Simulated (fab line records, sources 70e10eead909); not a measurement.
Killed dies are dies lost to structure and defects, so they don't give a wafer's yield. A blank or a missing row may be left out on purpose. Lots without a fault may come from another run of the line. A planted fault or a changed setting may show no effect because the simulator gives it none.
One fault seen from 3 desks | flow nand_harc | each desk has only its own numbers; what lay behind them comes last

THE METROLOGY DESK
What the gauges read, lot by lot, whatever tool the lot ran on: means of the sampled wafers that have a number. A lot is out of limits, marked OUT, if its mean lies more than 4 standard deviations from the usual mean; the brackets give that distance.
Columns: A = cd_nm at NHARC_A_SLIT_CD_MEAS_21, usual 289.4 nm
lot  | first seen here | A
L343 | day 20 12:05    | 288.2
L346 | day 21 01:39    | 289.9
L345 | day 21 05:27    | 289.7
L344 | day 21 05:41    | 289.6
L348 | day 22 10:00    | 289.8
L350 | day 22 23:59    | 288.6
L351 | day 24 01:14    | 289.4
L354 | day 24 11:04    | 289.6
L355 | day 24 12:22    | 287.7
L353 | day 24 15:03    | 288.9
L352 | day 24 21:44    | 289.3
L356 | day 26 03:08    | 289.7
L361 | day 28 04:59    | 290.1
This desk's finding: nothing out of limits on any of the 13 lots.

THE DEFECT DESK
What the inspections along the route counted, lot by lot: means of the sampled wafers that have a number. A lot is out of limits, marked OUT, if its mean lies more than 4 standard deviations from the usual mean; the brackets give that distance.
Columns: A = raw_defect_count at NHARC_A_WL_FILL_INSPECT_15, usual 480
lot  | first seen here | A
L343 | day 21 12:50    | 455
L346 | day 22 02:47    | 495
L344 | day 22 06:16    | 411
L345 | day 22 06:16    | 325
L348 | day 23 12:58    | 577
L350 | day 24 01:50    | 420
L351 | day 25 01:31    | 585
L354 | day 25 11:38    | 443
L355 | day 25 11:40    | 804
L353 | day 25 16:07    | 515
L352 | day 25 23:02    | 462
L356 | day 27 02:49    | 530
L361 | day 29 10:57    | 410
This desk's finding: nothing out of limits on any of the 13 lots.

THE TOOL OWNER'S DESK: pecvd-02
The tool's own readings at NHARC_A_CONTACT_DEP_24 (deposits SiO2, target thk 500 nm): means of the sampled wafers that have a number, for each lot that ran on this tool. A lot is out of limits, marked OUT, if its mean lies more than 4 standard deviations from the usual mean; the brackets give that distance.
Columns: A = heater_power_w at NHARC_A_CONTACT_DEP_24, usual 543 W; B = mfc_precursor_sccm at NHARC_A_CONTACT_DEP_24, usual 161.4 sccm; C = rf_fwd_power_W at NHARC_A_CONTACT_DEP_24, usual 898.9 W; D = showerhead_vpp_V at NHARC_A_CONTACT_DEP_24, usual 1817 V; E = throttle_valve_pct at NHARC_A_CONTACT_DEP_24, usual 16.1 %
lot  | first seen here | A   | B     | C                       | D               | E
L343 | day 21 12:53    | 441 | 161.3 | 899.4                   | 1839            | 16.3
L345 | day 22 06:28    | 464 | 161.2 | 895.9                   | 1807            | 16.1
L351 | day 25 01:35    | 433 | 161.2 | 900.3                   | 1795            | 16.2
L354 | day 25 11:42    | 401 | 161.2 | 898.3                   | 1823            | 16.3
L361 | day 29 11:12    | 569 | 161.5 | 543.3 (-99 or more) OUT | 1379 (-5.2) OUT | 17.1
This desk's finding: out of limits on L361; first on L361, day 29 11:12 (rf_fwd_power_W at NHARC_A_CONTACT_DEP_24). In limits: L343, L345, L351, L354.

PUT TOGETHER
The tool owner's desk could have raised an alarm at day 29 11:12, on L361.
The metrology desk saw nothing out of limits.
The defect desk saw nothing out of limits.
The metrology desk has L361 on record, within its limits.
The defect desk has L361 on record, within its limits.
Of the lots named, all ran NHARC_A_CONTACT_DEP_24 on pecvd-02.

WHAT THE SIMULATOR HAD PUT IN
Process parameter drift: pecvd-02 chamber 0, from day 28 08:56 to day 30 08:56, at NHARC_A_CONTACT_DEP_24. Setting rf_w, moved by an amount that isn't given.
Lots struck among those shown: L361.
Hours from the fault's start to each desk's first reading out of limits: the tool owner's desk, 26.
